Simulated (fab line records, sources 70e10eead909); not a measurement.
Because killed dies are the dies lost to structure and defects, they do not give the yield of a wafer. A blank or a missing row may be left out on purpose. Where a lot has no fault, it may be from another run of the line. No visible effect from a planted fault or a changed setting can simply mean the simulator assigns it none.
A lot that was struck, set against a sound lot :: flow nand_harc :: 14 out of 1159 route steps
Sound: wafers L395.4, L395.5, L395.6. Struck: wafer L394.2. The cause is given at the end.
Per side, at each step with rows, come the tool, then ch with its chambers, and then its first start. Under that, the readings that differ: sound wafers :: struck wafers :: difference of the means :: sigmas: that difference in standard deviations of wafers without a fault.
alike: a reading whose means differ by less than 2 such deviations, as well as words and numbers matching on both sides. not compared: withheld readings; readings where some wafer has no value; bounds like >300 that might hide an equal value; numbers whose values overlap and for which the record gives no deviation.
Wherever a step has rows on one side only, a row that says differs or no value, or a row with sigmas, the two part there. Numbers that don't overlap but have no deviation are shown without sigmas and don't part them. A reading that every wafer of one side lacks parts them only if that side has two wafers or more.

first, 8 steps without rows for these wafers: NHARC_A_CONTACT_COAT_61 (time 75 s); NHARC_A_CONTACT_COAT_62 (time 65 s); NHARC_A_CONTACT_COAT_63 (resist thk 90 nm); NHARC_A_CONTACT_SOFTBAKE_64 (time 55 s); NHARC_A_CONTACT_EBR_65; NHARC_A_CONTACT_EXPOSE_66 (exposes mask A CC 2); NHARC_A_CONTACT_PEB_67 (peb time 65 s); NHARC_A_CONTACT_DEVELOP_68 (develop time 35 s).
NHARC_A_CONTACT_CD_MEAS_69: the cd target is 200 nm.
  sound on cd_sem-01 ch 0, day 19 00:17; struck on cd_sem-02 ch 0, day 19 00:57
  alike: cd_nm
NHARC_A_CONTACT_OVL_MEAS_70:
  sound: overlay-02 at day 19 00:22; struck: overlay-02 at day 19 01:03
  alike: overlay_x_nm, overlay_y_nm
NHARC_A_CONTACT_INSPECT_71:
  sound: defect_inspect-01 at day 19 00:24; struck: defect_inspect-02 at day 19 01:05
  alike: raw_defect_count
NHARC_A_CONTACT_DESCUM_74: chemistry O2, time 3 s.
  sound on rie_diel-01 ch 0,2,3, day 19 00:29; struck on rie_diel-02 ch 0, day 19 01:10
reading: oes_product_au (a.u.)
sound: 1.008 0.996 0.985
struck: 1.020
difference: +0.024
sigmas: +3
  alike: drypump_motor_current_A, rf_vpp_V, showerhead_plenum_p_Torr, throttle_valve_pct
  not compared: rf_hours_counter_h
NHARC_A_CONTACT_ETCH_75: etches the open film in CF4, target depth 39 nm, time 65 s.
  sound on rie_diel-01 ch 0,1,2, day 19 00:34; struck on rie_diel-02 ch 1, day 19 01:15
reading: drypump_motor_current_A (A)
sound: 5.68 5.70 6.09
struck: 6.23
difference: +0.41
sigmas: +2

reading: run_length_s (s)
sound: 86.2 87.2 85.7
struck: 72.3
difference: -14.1
sigmas: -31

reading: showerhead_plenum_p_Torr (Torr)
sound: 1.66 1.65 1.82
struck: 1.86
difference: +0.15
sigmas: +2
  alike: oes_product_au, rf_vpp_V, throttle_valve_pct
  not compared: rf_hours_counter_h
NHARC_A_CONTACT_ETCH_76: etches the open film in N2/H2, target depth 260 nm, time 475.3 s.
  sound: rie_diel-01 ch 0,3; struck: rie_diel-02 ch 2
reading: drypump_motor_current_A (A)
sound: 5.57 5.68 5.56
struck: 6.07
difference: +0.47
sigmas: +2
  alike: oes_product_au, rf_vpp_V, run_length_s, showerhead_plenum_p_Torr, throttle_valve_pct
  not compared: rf_hours_counter_h

## WHERE THEY PART
At NHARC_A_CONTACT_DESCUM_74 first; at NHARC_A_CONTACT_ETCH_76 last (within this record only).

WHY: what had been put in by the simulator
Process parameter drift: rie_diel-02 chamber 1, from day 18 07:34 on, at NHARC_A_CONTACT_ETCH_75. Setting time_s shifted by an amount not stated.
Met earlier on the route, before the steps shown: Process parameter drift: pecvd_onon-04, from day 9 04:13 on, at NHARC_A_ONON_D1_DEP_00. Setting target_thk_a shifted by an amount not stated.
